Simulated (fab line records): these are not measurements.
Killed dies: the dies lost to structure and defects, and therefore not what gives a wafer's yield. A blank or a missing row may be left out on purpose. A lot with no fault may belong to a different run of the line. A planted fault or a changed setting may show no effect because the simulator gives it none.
fab line records	flow nand-harc
record lots=15	wafers=45	last-day=24
route steps=1159 shown P_START@1 P_STI@73 END@1159
lots that met no fault: taken from a fault-free run of the same line
start-h: hours from the record's opening day to when the first of the lot's shown wafers began	wait-h: hours elapsed since this lot's preceding step	" the same as in the row above	L1.1+2: one row covering several wafers at once	- no value, or no start given	* or withheld: withheld	< > ~ a bound
route shown NAME@n: NAME is a module with steps in the file, n the number in the route of the first one	usual: mean/standard deviation taken from wafers without a fault	same: alike in all rows	chamber/n: place in a boat	sites: each site's reading	_std_site: how widely they spread, as a standard deviation	_edge_site: mean of outer sites minus mean of inner sites	radius-mm: how far each site lies from the wafer's centre	mask NAME#n: copy n	behind: the tool/chamber that last shaped the wafer	hold: why the lot was held/for how many hours/how that ended	device: whichever transistor did not switch (one of n, p or np)	end of line: the same wafers' tests at the end of the route	for a step that has no rows: nothing shown but its recipe	killed: the dies lost at the first sort to structure and to defects; this is not the yield of the wafer	map: shows each die of a wafer: x if killed, . if not, _ if none is there
set.NAME: setting as actually run; set.NAME@STEP: the setting as run at that earlier step	model.NAME: the simulator's own value behind a step, which no gauge read
a sample of lots followed through the steps of the route, with each step as a table and each wafer as a row
## steps
# step NHARC_P_START_INSPECT_01
# usual raw-defect-count=3.5/2
lot.wafer	tool	chamber	start-h	wait-h	raw-defect-count
L671.1	defect-inspect-01	-	12.04	-	4
L671.2	"	-	"	"	3
L671.6	"	-	"	"	3
L673.1	defect-inspect-01	-	24.04	-	5
L673.4	"	-	"	"	4
L673.5	"	-	"	"	3
L679.1	defect-inspect-02	-	60.03	-	1
L679.3	"	-	"	"	1
L679.5	"	-	"	"	1
L680.2	defect-inspect-01	-	66.04	-	7
L680.5	"	-	"	"	1
L680.6	"	-	"	"	1
L681.1	defect-inspect-02	-	72.04	-	3
L681.4	"	-	"	"	6
L681.5	"	-	"	"	3
L684.1	defect-inspect-02	-	90.04	-	3
L684.3	"	-	"	"	0
L684.5	"	-	"	"	2
L685.2	defect-inspect-01	-	96.04	-	3
L685.4	"	-	"	"	5
L685.6	"	-	"	"	3
L686.4	defect-inspect-02	-	102.04	-	3
L686.5	"	-	"	"	3
L686.6	"	-	"	"	4
L687.2	defect-inspect-02	-	108.04	-	7
L687.4	"	-	"	"	4
L687.6	"	-	"	"	7
L688.1	defect-inspect-02	-	114.03	-	4
L688.3	"	-	"	"	3
L688.6	"	-	"	"	3
L689.1	defect-inspect-01	-	120.04	-	2
L689.3	"	-	"	"	5
L689.5	"	-	"	"	5
L690.1	defect-inspect-02	-	126.04	-	2
L690.2	"	-	"	"	1
L690.3	"	-	"	"	4
L691.3	defect-inspect-02	-	132.04	-	4
L691.4	"	-	"	"	1
L691.6	"	-	"	"	7
L692.3	defect-inspect-01	-	138.04	-	4
L692.5	"	-	"	"	1
L692.6	"	-	"	"	2
L693.1	defect-inspect-02	-	144.03	-	3
L693.4	"	-	"	"	2
L693.6	"	-	"	"	1
# step NHARC_P_STI_HM_DEP_30
# recipe target-thk-a=800	temp-c=790	pressure-mtorr=300	time-s=873	material=Si3N4
# usual pressure-mtorr=299.8/0.55	run-length-s=897/7	spike-tc-centre-C=790.9/1.6	spike-tc-lower-C=789.8/1.3
lot.wafer	tool	chamber	start-h	wait-h	pressure-mtorr	run-length-s	spike-tc-centre-C	spike-tc-lower-C
L671.1	lpcvd-02	0	36.31	3.6	299.5	904	790.7	789.9
L671.2	"	0	"	"	300.8	904	792.1	790.7
L671.6	"	0	"	"	299.3	904	791.6	790.6
L673.1	lpcvd-02	0	42.88	3.6	299.4	902	789.5	791.9
L673.4	"	0	"	"	300.4	902	792.3	789.7
L673.5	"	0	"	"	300.1	902	788.2	792.9
L679.1	lpcvd-02	0	81.76	3.6	-	-	-	-
L679.3	"	0	"	"	-	-	-	-
L679.5	"	0	"	"	-	-	-	-
L680.2	lpcvd-02	1	81.76	3.6	-	-	-	-
L680.5	"	1	"	"	-	-	-	-
L680.6	"	1	"	"	-	-	-	-
L681.1	lpcvd-02	0	90.73	3.6	-	-	-	-
L681.4	"	0	"	"	-	-	-	-
L681.5	"	0	"	"	-	-	-	-
L684.1	lpcvd-02	0	111.44	3.6	299.3	902	791.1	790.9
L684.3	"	0	"	"	299.8	902	790.4	789.3
L684.5	"	0	"	"	300.4	902	790.6	791.5
L685.2	lpcvd-02	1	111.44	3.6	300.3	894	792.7	788.8
L685.4	"	1	"	"	299.7	894	792.4	790.0
L685.6	"	1	"	"	298.9	894	792.2	789.4
L686.4	lpcvd-02	0	121.27	3.6	299.7	900	793.0	791.1
L686.5	"	0	"	"	299.1	900	790.8	789.7
L686.6	"	0	"	"	300.2	900	792.4	790.5
L687.2	lpcvd-01	1	129.34	3.6	299.0	894	790.0	788.0
L687.4	"	1	"	"	299.8	894	788.6	787.1
L687.6	"	1	"	"	299.9	894	789.1	789.2
L688.1	lpcvd-01	1	129.34	3.6	300.5	893	787.5	787.9
L688.3	"	1	"	"	300.0	893	789.8	788.1
L688.6	"	1	"	"	300.2	893	789.6	790.1
L689.1	lpcvd-02	1	139.06	3.6	300.2	892	791.3	791.9
L689.3	"	1	"	"	299.9	892	793.7	788.6
L689.5	"	1	"	"	300.8	892	793.1	789.8
L690.1	lpcvd-01	0	145.29	3.6	300.6	910	793.3	791.0
L690.2	"	0	"	"	299.4	910	790.8	789.8
L690.3	"	0	"	"	299.9	910	789.5	791.1
L691.3	lpcvd-01	1	153.80	3.6	300.3	891	792.1	787.3
L691.4	"	1	"	"	299.0	891	788.6	790.1
L691.6	"	1	"	"	299.9	891	789.3	790.7
L692.3	lpcvd-01	1	153.80	3.6	299.5	896	788.5	788.5
L692.5	"	1	"	"	299.5	896	788.9	787.5
L692.6	"	1	"	"	300.1	896	789.8	788.8
L693.1	lpcvd-02	1	164.15	3.6	299.1	887	791.2	790.0
L693.4	"	1	"	"	299.1	887	791.8	788.9
L693.6	"	1	"	"	298.9	887	793.7	788.2
# step NHARC_P_STI_OVL_MEAS_10
# usual overlay-x-nm=0/5.7	overlay-y-nm=0/5.4
lot.wafer	tool	chamber	start-h	wait-h	overlay-x-nm	overlay-y-nm
L671.1	overlay-01	-	40.52	-	0	1
L671.2	"	-	"	"	0	2
L671.6	"	-	"	"	0	1
L673.1	overlay-02	-	46.97	-	-4	-6
L673.4	"	-	"	"	-4	-5
L673.5	"	-	"	"	-5	-6
L679.1	overlay-01	-	85.85	-	7	-1
L679.3	"	-	"	"	7	-1
L679.5	"	-	"	"	7	-1
L680.2	overlay-02	-	85.89	-	2	7
L680.5	"	-	"	"	3	7
L680.6	"	-	"	"	2	7
L681.1	overlay-01	-	94.85	-	4	-5
L681.4	"	-	"	"	4	-5
L681.5	"	-	"	"	5	-5
L685.2	overlay-01	-	115.62	-	-4	-3
L685.4	"	-	"	"	-4	-3
L685.6	"	-	"	"	-4	-4
L684.1	overlay-02	-	115.79	-	1	-3
L684.3	"	-	"	"	1	-4
L684.5	"	-	"	"	1	-4
L686.4	overlay-02	-	125.38	-	-5	-2
L686.5	"	-	"	"	-5	-2
L686.6	"	-	"	"	-5	-2
L688.1	overlay-02	-	133.57	-	8	7
L688.3	"	-	"	"	8	7
L688.6	"	-	"	"	7	6
L687.2	overlay-01	-	133.73	-	1	-6
L687.4	"	-	"	"	0	-6
L687.6	"	-	"	"	1	-6
L689.1	overlay-02	-	143.22	-	3	7
L689.3	"	-	"	"	3	7
L689.5	"	-	"	"	3	7
L690.1	overlay-01	-	149.39	-	-7	-3
L690.2	"	-	"	"	-7	-3
L690.3	"	-	"	"	-6	-3
L691.3	overlay-01	-	158.00	-	2	3
L691.4	"	-	"	"	2	4
L691.6	"	-	"	"	3	3
L692.3	overlay-02	-	158.16	-	-4	-2
L692.5	"	-	"	"	-4	-2
L692.6	"	-	"	"	-4	-1
L693.1	overlay-02	-	174.45	-	-2	-2
L693.4	"	-	"	"	-2	-2
L693.6	"	-	"	"	-2	-2
# step NHARC_P_STI_OCD_MEAS_43
# usual trench-foot-cd-nm=158.8/2.4
lot.wafer	tool	chamber	start-h	wait-h	trench-foot-cd-nm
L671.1	ocd-02	-	41.72	-	155.9
L671.2	"	-	"	"	157.6
L671.6	"	-	"	"	159.1
L673.1	ocd-01	-	48.18	-	160.6
L673.4	"	-	"	"	161.5
L673.5	"	-	"	"	162.2
L679.1	ocd-01	-	87.05	-	159.0
L679.3	"	-	"	"	162.0
L679.5	"	-	"	"	157.0
L680.2	ocd-02	-	87.09	-	156.4
L680.5	"	-	"	"	158.4
L680.6	"	-	"	"	158.6
L681.1	ocd-01	-	96.07	-	158.7
L681.4	"	-	"	"	154.8
L681.5	"	-	"	"	154.9
L685.2	ocd-01	-	116.86	-	156.8
L685.4	"	-	"	"	155.9
L685.6	"	-	"	"	155.7
L684.1	ocd-02	-	116.99	-	161.4
L684.3	"	-	"	"	162.9
L684.5	"	-	"	"	160.6
L686.4	ocd-02	-	126.59	-	161.7
L686.5	"	-	"	"	164.1
L686.6	"	-	"	"	157.5
L688.1	ocd-01	-	134.88	-	162.7
L688.3	"	-	"	"	161.5
L688.6	"	-	"	"	159.7
L687.2	ocd-01	-	135.05	-	163.0
L687.4	"	-	"	"	155.2
L687.6	"	-	"	"	160.0
L689.1	ocd-01	-	144.42	-	158.3
L689.3	"	-	"	"	159.1
L689.5	"	-	"	"	158.8
L690.1	ocd-02	-	150.65	-	158.2
L690.2	"	-	"	"	159.2
L690.3	"	-	"	"	161.7
L692.3	ocd-02	-	159.37	-	153.9
L692.5	"	-	"	"	159.4
L692.6	"	-	"	"	158.1
L691.3	ocd-01	-	159.40	-	153.8
L691.4	"	-	"	"	154.2
L691.6	"	-	"	"	156.9
L693.1	ocd-02	-	175.69	-	158.5
L693.4	"	-	"	"	158.7
L693.6	"	-	"	"	159.2
# step NHARC_END_SORT_01
# recipe temp-c=25
# usual killed-at-array=29/8.4	killed-at-other=0.7/1.2	killed-at-periphery=3.8/2.1	killed-dies=33/9	killed-open=3.4/2	killed-short=2.1/1.4
# same gross-dies=677
lot.wafer	tool	chamber	start-h	wait-h	killed-at-array	killed-at-other	killed-at-periphery	killed-dies	killed-open	killed-short
L680.2	prober-01	0	504.02	2.7	27	0	650	677	1	3
L680.5	prober-01	0	506.44	3.7	29	0	648	677	4	2
L680.6	prober-01	0	507.25	4.0	28	0	649	677	5	1
L679.1	prober-01	0	511.08	2.5	22	0	655	677	4	2
L679.3	prober-01	0	512.70	3.1	23	0	654	677	2	5
L679.5	prober-01	0	514.31	3.7	22	0	655	677	5	0
L681.1	prober-02	0	526.62	2.5	38	0	639	677	5	6
L681.4	prober-02	0	529.03	3.4	36	0	641	677	4	3
L681.5	prober-02	0	529.83	3.7	34	0	643	677	2	2
# killed by level:class
L680.2 P_STI:area-dep=645 A_CHANNEL_HOLE_D1:chamber-film-flake=15 P_M0:chamber-film-flake=3 A_STAIRCASE:chamber-film-flake=3 A_CONTACT:chamber-film-flake=2 P_M0:geometric-particle:short=1 A_ONON_D1:geometric-particle:short=1 A_CHANNEL_HOLE_D1:geometric-particle:short=1
L680.5 P_STI:area-dep=641 A_CHANNEL_HOLE_D1:chamber-film-flake=18 A_STAIRCASE:chamber-film-flake=4 P_ZERO_WELL:chamber-film-flake=2 A_CONTACT:chamber-film-flake=2 P_GATE:geometric-particle:open=1 P_CONTACT:geometric-particle:open=1 A_ONON_D1:geometric-particle:short=1
L680.6 P_STI:area-dep=643 A_CHANNEL_HOLE_D1:chamber-film-flake=13 A_CONTACT:chamber-film-flake=6 P_M0:chamber-film-flake=4 A_BONDPAD:chamber-film-flake=3 A_M0:geometric-particle:open=2 P_CONTACT:geometric-particle:open=1 A_CONTACT:geometric-particle:open=1
L679.1 P_STI:area-dep=653 A_SLIT:chamber-film-flake=12 A_CHANNEL_HOLE_D1:chamber-film-flake=4 A_WL_FILL:geometric-particle:short=2 P_M2:geometric-particle:open=1 A_CHANNEL_HOLE_D1:geometric-particle:open=1 A_WL_FILL:geometric-particle:open=1 A_BLC:geometric-particle:open=1
L679.3 P_STI:area-dep=654 A_SLIT:chamber-film-flake=10 A_CHANNEL_HOLE_D1:chamber-film-flake=5 A_WL_FILL:geometric-particle:short=4 A_WL_FILL:geometric-particle:open=1 A_CONTACT:geometric-particle:short=1 A_M0:geometric-particle:open=1 A_STAIRCASE:chamber-film-flake=1
L679.5 P_STI:area-dep=651 A_SLIT:chamber-film-flake=13 A_CHANNEL_HOLE_D1:chamber-film-flake=6 P_CONTACT:geometric-particle:open=1 P_M1:geometric-particle:open=1 A_CHANNEL_HOLE_D1:geometric-particle:open=1 A_CONTACT:geometric-particle:open=1 A_BONDPAD:geometric-particle:open=1
L681.1 P_STI:area-dep=633 A_CHANNEL_HOLE_D1:chamber-film-flake=11 A_M0:chamber-film-flake=8 A_WL_FILL:chamber-film-flake=4 A_WL_FILL:geometric-particle:short=2 A_CONTACT:geometric-particle:open=2 P_ZERO_WELL:chamber-film-flake=2 A_CHANNEL_FILL_D1:chamber-film-flake=2
L681.4 P_STI:area-dep=636 A_CHANNEL_HOLE_D1:chamber-film-flake=15 A_CHANNEL_FILL_D1:chamber-film-flake=4 A_CONTACT:chamber-film-flake=4 A_M0:chamber-film-flake=4 A_STAIRCASE:chamber-film-flake=2 A_WL_FILL:chamber-film-flake=2 P_CONTACT:geometric-particle:open=1
L681.5 P_STI:area-dep=638 A_CHANNEL_HOLE_D1:chamber-film-flake=25 P_CONTACT:chamber-film-flake=3 A_M0:chamber-film-flake=3 A_WL_FILL:chamber-film-flake=2 P_M0:geometric-particle:open=1 A_CHANNEL_FILL_D1:geometric-particle:short=1 A_WL_FILL:geometric-particle:short=1
## key
first-sign step=NHARC_P_STI_HM_DEP_30	reading=tool-record	direction=missing
effect step=NHARC_END_SORT_01	reading=killed-at-periphery	direction=up	sigmas=99+	usual=3.8	struck=648.2
more-kills-born-at NHARC_P_STI_HM_DEP_30@lpcvd-02=5794
met-at NHARC_P_STI_HM_DEP_30
struck-lots L679,L680,L681
later-rows-left-out L679.1,L679.3,L679.5,L680.2,L680.5,L680.6,L681.1,L681.4,L681.5
tester-left-out L679,L680,L681
not-acting-at NHARC_P_START_INSPECT_01,NHARC_P_STI_OVL_MEAS_10,NHARC_P_STI_OCD_MEAS_43
onset-between 42.88 81.76
fault kind=skipped-step-whole	tool=lpcvd-02	chamber=-	onset-h=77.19	steps=NHARC_P_STI_HM_DEP_30	scope=struck-lots-only
# tester-left-out: of these lots the tester's yield and bins aren't shown, on N5 and GAA mostly nor the transistor test; their killed dies are dies lost to structure and defects alone, not to doping, threshold or leakage, so they don't give the yield
# later-rows-left-out: the simulator's readings of these wafers behind a module that went badly wrong aren't trusted and aren't shown, but for the sort
